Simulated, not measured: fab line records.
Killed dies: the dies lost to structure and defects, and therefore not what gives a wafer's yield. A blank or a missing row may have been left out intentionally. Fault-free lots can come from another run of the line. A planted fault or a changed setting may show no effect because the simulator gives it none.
Which tool is to blame? -- flow nandHarc -- 24 lots with 72 wafers sampled at 6 steps, on a route of 1159 steps

## WHAT EACH GAUGE READ, for each wafer
NHARC_A_CONTACT_CD_MEAS_15. Usual: cdNm at 89.8 nm, with a standard deviation of 0.61.
lot,measured,on,cdNm (nm),flag
L075,day 17 04:25,cdSem-02,90.2 90.3 90.6,
L074,day 17 05:37,cdSem-02,91.1 89.6 90.2,
L077,day 17 10:27,cdSem-03,89.0 89.0 90.0,
L076,day 17 14:01,cdSem-02,90.2 90.2 89.5,
L079,day 17 15:47,cdSem-03,90.5 89.5 90.0,
L078,day 18 11:09,cdSem-03,90.1 89.3 90.1,
L081,day 18 23:01,cdSem-03,89.5 90.0 89.2,
L080,day 19 05:46,cdSem-01,89.3 90.3 89.4,
L083,day 19 08:13,cdSem-03,89.2 90.3 89.9,
L084,day 19 10:31,cdSem-01,88.8 89.3 90.4,
L082,day 19 12:23,cdSem-03,89.9 90.7 89.3,
L086,day 20 19:46,cdSem-02,90.0 91.0 90.2,
L087,day 20 20:37,cdSem-03,89.6 90.1 89.7,
L088,day 20 23:02,cdSem-02,88.4 89.4 88.6,
L085,day 21 00:10,cdSem-01,88.9 89.2 89.3,
L090,day 21 14:26,cdSem-01,89.6 89.8 90.8,
L091,day 21 15:38,cdSem-03,89.5 90.0 89.1,
L089,day 21 17:06,cdSem-03,89.4 89.5 89.6,
L092,day 21 22:49,cdSem-03,89.5 89.9 90.2,
L094,day 22 07:44,cdSem-01,89.6 90.3 89.9,
L093,day 22 10:19,cdSem-02,88.5 88.8 89.0,
L095,day 22 19:56,cdSem-02,89.6 89.3 89.0,
L096,day 22 21:01,cdSem-02,90.3 90.5 90.4,
L097,day 23 09:05,cdSem-03,89.3 89.1 90.3,

NHARC_A_M1_INSPECT_11. Usual: rawDefectCount at 31, with a standard deviation of 13.
lot,measured,on,rawDefectCount,flag
L075,day 17 16:53,defectInspect-01,27 30 41,
L074,day 17 20:50,defectInspect-02,23 9 22,
L077,day 18 00:17,defectInspect-02,18 19 19,
L076,day 18 01:33,defectInspect-02,29 27 35,
L079,day 18 03:47,defectInspect-02,26 24 28,
L078,day 19 03:22,defectInspect-01,9 12 9,
L081,day 19 10:40,defectInspect-02,42 44 42,
L080,day 20 03:50,defectInspect-02,25 24 32,
L083,day 20 06:32,defectInspect-02,18 19 15,
L084,day 20 10:32,defectInspect-02,31 33 30,
L082,day 20 11:21,defectInspect-01,38 33 32,
L086,day 21 23:54,defectInspect-01,39 53 28,
L087,day 22 00:25,defectInspect-01,43 35 33,
L088,day 22 05:46,defectInspect-02,36 35 32,
L085,day 22 06:14,defectInspect-02,36 34 30,
L090,day 22 18:05,defectInspect-02,44 46 55,
L091,day 22 17:14,defectInspect-01,29 28 30,
L089,day 22 18:49,defectInspect-02,16 11 10,
L092,day 23 01:55,defectInspect-02,45 39 39,
L094,day 23 02:04,defectInspect-02,39 38 47,
L093,day 23 05:05,defectInspect-02,19 8 15,
L095,day 23 12:58,defectInspect-01,53 65 59,
L096,day 23 12:21,defectInspect-01,42 36 35,
L097,day 24 04:44,defectInspect-02,46 29 39,

## TOOL THAT RAN EACH LOT (tool first, then ch and the chambers of the sampled wafers, then the start)
lot,NHARC_A_CONTACT_ETCH_124,NHARC_A_CONTACT_DESCUM_13,NHARC_A_BLC_ETCH_16,NHARC_A_BLC_ETCH_18
L075,"harCapEtch-02 ch 0,1, day 16 20:25","rieDiel-13 ch 0,1,3, day 17 02:07","rieDiel-07 ch 1,2,3, day 17 07:40","rieDiel-07 ch 0,1,2, day 17 16:53 or earlier"
L074,"harCapEtch-03 ch 0,1, day 16 22:04","rieDiel-01 ch 0,3, day 17 03:19","rieDiel-11 ch 2,3, day 17 11:46","rieDiel-11 ch 0,1,2, day 17 20:50 or earlier"
L077,"harCapEtch-01 ch 0,1, day 17 02:04","rieDiel-13 ch 0,2, day 17 07:44","rieDiel-07 ch 1,2,3, day 17 16:17","rieDiel-07 ch 1,2,3, day 18 00:17 or earlier"
L076,"harCapEtch-02 ch 0,1, day 17 06:10","rieDiel-06 ch 1,2, day 17 11:17","rieDiel-11 ch 0,1, day 17 17:16","rieDiel-11 ch 0,1,3, day 18 01:33 or earlier"
L079,"harCapEtch-01 ch 0,1, day 17 07:34","rieDiel-13 ch 2,3, day 17 12:58","rieDiel-07 ch 1,2,3, day 17 19:31","rieDiel-07 ch 0,1,2, day 18 03:47 or earlier"
L078,"harCapEtch-02 ch 0,1, day 17 23:32","rieDiel-13 ch 0,1,2, day 18 08:51","rieDiel-11 ch 0,2, day 18 14:23","rieDiel-11 ch 0,2, day 19 03:22 or earlier"
L081,"harCapEtch-02 ch 0,1, day 18 11:44","rieDiel-06 ch 2,3, day 18 20:40","rieDiel-07 ch 1,3, day 19 02:46","rieDiel-07 ch 1,3, day 19 10:40 or earlier"
L080,"harCapEtch-02 ch 0,1, day 18 22:19","rieDiel-13 ch 0,1,3, day 19 03:28","rieDiel-07 ch 0,2,3, day 19 15:52","rieDiel-07 ch 1,2,3, day 20 03:50 or earlier"
L083,"harCapEtch-03 ch 0,1, day 18 23:56","rieDiel-06 ch 0,1,2, day 19 05:54","rieDiel-02 ch 0,1,3, day 19 16:29","rieDiel-02 ch 1,3, day 20 06:32 or earlier"
L084,"harCapEtch-01 ch 0,1, day 19 02:45","rieDiel-13 ch 0,2,3, day 19 07:57","rieDiel-11 ch 1,2,3, day 19 22:01","rieDiel-11 ch 0,1,2, day 20 10:32 or earlier"
L082,"harCapEtch-02 ch 0,1, day 19 04:05","rieDiel-13 ch 0,2,3, day 19 09:33","rieDiel-07 ch 1,3, day 19 22:47","rieDiel-07 ch 1,2, day 20 11:21 or earlier"
L086,"harCapEtch-03 ch 0,1, day 20 11:31","rieDiel-06 ch 0,3, day 20 17:20","rieDiel-07 ch 0,1, day 21 04:34","rieDiel-07 ch 0,1, day 21 23:54 or earlier"
L087,"harCapEtch-02 ch 0,1, day 20 12:29","rieDiel-13 ch 1,2,3, day 20 17:58","rieDiel-02 ch 0,1,2, day 21 05:19","rieDiel-02 ch 0,1,3, day 22 00:25 or earlier"
L088,"harCapEtch-01 ch 0,1, day 20 13:54","rieDiel-06 ch 1,2,3, day 20 20:44","rieDiel-07 ch 0,1,2, day 21 14:47","rieDiel-07 ch 0,2, day 22 05:46 or earlier"
L085,"harCapEtch-03 ch 0,1, day 20 15:16","rieDiel-13 ch 0,2,3, day 20 21:52","rieDiel-11 ch 0,1, day 21 15:33","rieDiel-11 ch 0,1,2, day 22 06:14 or earlier"
L090,"harCapEtch-03 ch 0,1, day 21 02:24","rieDiel-06 ch 0,1, day 21 12:04","rieDiel-11 ch 0,1,3, day 22 01:27","rieDiel-11 ch 1,3, day 22 18:05 or earlier"
L091,"harCapEtch-02 ch 0,1, day 21 06:00","rieDiel-06 ch 0,1,3, day 21 13:08","rieDiel-07 ch 0,3, day 22 00:59","rieDiel-07 ch 0,2,3, day 22 17:14 or earlier"
L089,"harCapEtch-03 ch 0,1, day 21 06:38","rieDiel-13 ch 1,2,3, day 21 14:31","rieDiel-07 ch 1,2, day 22 02:59","rieDiel-07 ch 0,1,2, day 22 18:49 or earlier"
L092,"harCapEtch-03 ch 0,1, day 21 14:40","rieDiel-13 ch 0,2,3, day 21 20:23","rieDiel-07 ch 1,2,3, day 22 12:30","rieDiel-07 ch 0,1,2, day 23 01:55 or earlier"
L094,"harCapEtch-02 ch 0,1, day 22 00:00","rieDiel-13 ch 0,1,2, day 22 05:28","rieDiel-11 ch 0,3, day 22 16:19","rieDiel-11 ch 0,2, day 23 02:04 or earlier"
L093,"harCapEtch-03 ch 0,1, day 22 02:19","rieDiel-13 ch 0,1,3, day 22 07:38","rieDiel-02 ch 0,1,2, day 22 17:08","rieDiel-02 ch 0,2,3, day 23 05:05 or earlier"
L095,"harCapEtch-03 ch 0,1, day 22 12:11","rieDiel-06 ch 1,2,3, day 22 17:38","rieDiel-02 ch 0,1,3, day 23 01:34","rieDiel-02 ch 0,1,3, day 23 12:58 or earlier"
L096,"harCapEtch-01 ch 0,1, day 22 12:40","rieDiel-13 ch 0,1,2, day 22 18:18","rieDiel-07 ch 0,1,3, day 23 01:55","rieDiel-07 ch 0,1,3, day 23 12:21 or earlier"
L097,"harCapEtch-03 ch 0,1, day 23 00:58","rieDiel-01 ch 1,2,3, day 23 06:26","rieDiel-07 ch 1,2,3, day 23 15:42","rieDiel-07 ch 1,2,3, day 24 04:44 or earlier"
- NHARC_A_CONTACT_ETCH_124: etches the open film in C4F8/O2/Ar, time 140 s, target depth 700 nm.
- NHARC_A_CONTACT_DESCUM_13: chemistry O2, time 3 s.
- NHARC_A_BLC_ETCH_16: etches the open film in CF4, target depth 39 nm, time 65 s.
- NHARC_A_BLC_ETCH_18: etches the open film in C4F8/O2/Ar, target depth 910 nm.

## AS READ BY THE TOOLS THEMSELVES (means over the sampled wafers that have a number; for cases with no such wafer, the mark the record gives instead)
NHARC_A_CONTACT_DESCUM_13. Usual: drypumpMotorCurrentA 5.7 A, standard deviation 0.34; o2FlowSccm 200.0 sccm, standard deviation 0.57; oesProductAu 1.000 a.u., standard deviation 0.012; rfVppV 57.8 V, standard deviation 0.79; showerheadPlenumPTorr 1.91 Torr, standard deviation 0.074; throttleValvePct 11.313 %, standard deviation 0.0092.
lot,tool,drypumpMotorCurrentA (A),o2FlowSccm (sccm),oesProductAu (a.u.),rfVppV (V),showerheadPlenumPTorr (Torr),throttleValvePct (%),flag
L075,rieDiel-13,5.7,199.8,0.991,57.8,1.90,11.325,
L074,rieDiel-01,6.1,199.8,0.997,58.2,1.98,11.308,
L077,rieDiel-13,5.8,199.8,1.009,57.4,1.85,11.320,
L076,rieDiel-06,5.4,199.9,0.992,57.8,1.88,11.315,
L079,rieDiel-13,5.8,200.1,1.011,57.3,1.90,11.315,
L078,rieDiel-13,5.7,199.6,1.006,57.8,1.89,11.310,
L081,rieDiel-06,6.1,199.5,1.003,58.0,1.88,11.318,
L080,rieDiel-13,5.7,200.3,1.004,57.6,1.90,11.314,
L083,rieDiel-06,5.5,200.0,0.991,57.2,1.88,11.304,
L084,rieDiel-13,5.8,199.4,1.002,57.3,1.86,11.320,
L082,rieDiel-13,5.8,199.9,1.007,57.9,1.86,11.311,
L086,rieDiel-06,5.9,199.1,0.988,58.1,1.87,11.322,
L087,rieDiel-13,5.7,199.8,1.001,57.9,1.94,11.316,
L088,rieDiel-06,5.8,200.4,1.004,57.1,1.87,11.318,
L085,rieDiel-13,5.8,200.3,0.998,58.0,1.97,11.316,
L090,rieDiel-06,5.3,200.2,0.997,57.6,1.87,11.306,
L091,rieDiel-06,5.7,199.8,1.003,57.5,1.87,11.308,
L089,rieDiel-13,5.7,200.7,0.999,57.6,1.93,11.312,
L092,rieDiel-13,5.8,200.0,1.008,57.4,1.96,11.312,
L094,rieDiel-13,5.7,200.2,0.990,58.3,1.98,11.315,
L093,rieDiel-13,5.7,200.3,1.003,58.7,1.99,11.316,
L095,rieDiel-06,5.8,199.4,1.000,56.9,1.86,11.304,
L096,rieDiel-13,5.7,199.6,0.997,58.0,1.98,11.311,
L097,rieDiel-01,5.6,200.1,1.008,58.1,1.92,11.315,

NHARC_A_BLC_ETCH_16. Usual: drypumpMotorCurrentA 5.9 A, standard deviation 0.39; oesProductAu 1.000 a.u., standard deviation 0.013; rfVppV 151.1 V, standard deviation 1.1; showerheadPlenumPTorr 1.75 Torr, standard deviation 0.072; throttleValvePct 13.285 %, standard deviation 0.0092.
lot,tool,drypumpMotorCurrentA (A),oesProductAu (a.u.),rfVppV (V),showerheadPlenumPTorr (Torr),throttleValvePct (%),flag
L075,rieDiel-07,5.9,1.001,150.4,1.73,13.285,
L074,rieDiel-11,5.1,0.994,150.0,1.68,13.289,
L077,rieDiel-07,5.9,1.014,150.7,1.73,13.299,
L076,rieDiel-11,6.0,1.012,151.6,1.82,13.290,
L079,rieDiel-07,5.9,1.001,150.8,1.73,13.283,
L078,rieDiel-11,5.5,0.992,151.5,1.76,13.275,
L081,rieDiel-07,5.6,1.003,150.6,1.71,13.288,
L080,rieDiel-07,6.1,0.996,151.7,1.79,13.290,
L083,rieDiel-02,6.0,0.998,149.9,1.72,13.281,
L084,rieDiel-11,5.6,1.001,150.7,1.73,13.269,
L082,rieDiel-07,5.7,1.012,151.1,1.76,13.287,
L086,rieDiel-07,5.7,1.004,151.8,1.73,13.284,
L087,rieDiel-02,6.0,0.990,152.0,1.74,13.287,
L088,rieDiel-07,6.0,0.992,151.2,1.75,13.287,
L085,rieDiel-11,6.2,1.011,151.7,1.81,13.279,
L090,rieDiel-11,5.8,1.003,150.7,1.76,13.281,
L091,rieDiel-07,5.9,1.009,152.8,1.83,13.278,
L089,rieDiel-07,6.1,0.981,150.5,1.71,13.293,
L092,rieDiel-07,5.9,1.000,151.1,1.73,13.285,
L094,rieDiel-11,5.5,1.002,151.0,1.76,13.285,
L093,rieDiel-02,5.9,0.990,151.0,1.73,13.295,
L095,rieDiel-02,6.0,0.991,150.8,1.71,13.282,
L096,rieDiel-07,5.8,1.011,150.9,1.77,13.290,
L097,rieDiel-07,5.9,0.992,150.5,1.73,13.274,

NHARC_A_BLC_ETCH_18. Usual: oesProductAu 0.953 a.u., standard deviation 0.023; rfVppV 977 V, standard deviation 5.6.
lot,tool,oesProductAu (a.u.),rfVppV (V),flag
L075,rieDiel-07,0.982,977,
L074,rieDiel-11,0.963,980,
L077,rieDiel-07,0.973,975,
L076,rieDiel-11,0.937,978,
L079,rieDiel-07,0.927,976,
L078,rieDiel-11,0.965,980,
L081,rieDiel-07,0.971,973,
L080,rieDiel-07,0.966,975,
L083,rieDiel-02,0.968,973,
L084,rieDiel-11,0.967,979,
L082,rieDiel-07,0.960,972,
L086,rieDiel-07,0.960,975,
L087,rieDiel-02,0.914,974,
L088,rieDiel-07,0.941,978,
L085,rieDiel-11,0.954,980,
L090,rieDiel-11,0.922,973,
L091,rieDiel-07,0.971,980,
L089,rieDiel-07,0.919,977,
L092,rieDiel-07,0.949,977,
L094,rieDiel-11,0.963,978,
L093,rieDiel-02,0.945,970,
L095,rieDiel-02,0.962,973,
L096,rieDiel-07,0.951,978,
L097,rieDiel-07,0.927,975,

## THE ANSWER, worked out from the rows above alone
Rule: lot off if the mean of its wafers having a number is beyond 3 standard deviations from the usual mean. A lot without any number at a reading at which 4 lots or more have one is off too. Any other lot the step has rows for is counted as sound. Order of review: gauges by route order, followed by the tools' own readings, for which a lot's mean as printed above is used. The first step at which some lot is off is used, and at that step the reading that is off furthest; a lot without a number counts as furthest.
Across all readings shown, no lot is off: no conclusion can be drawn from this.

## WHAT HAD BEEN PUT IN BY THE SIMULATOR
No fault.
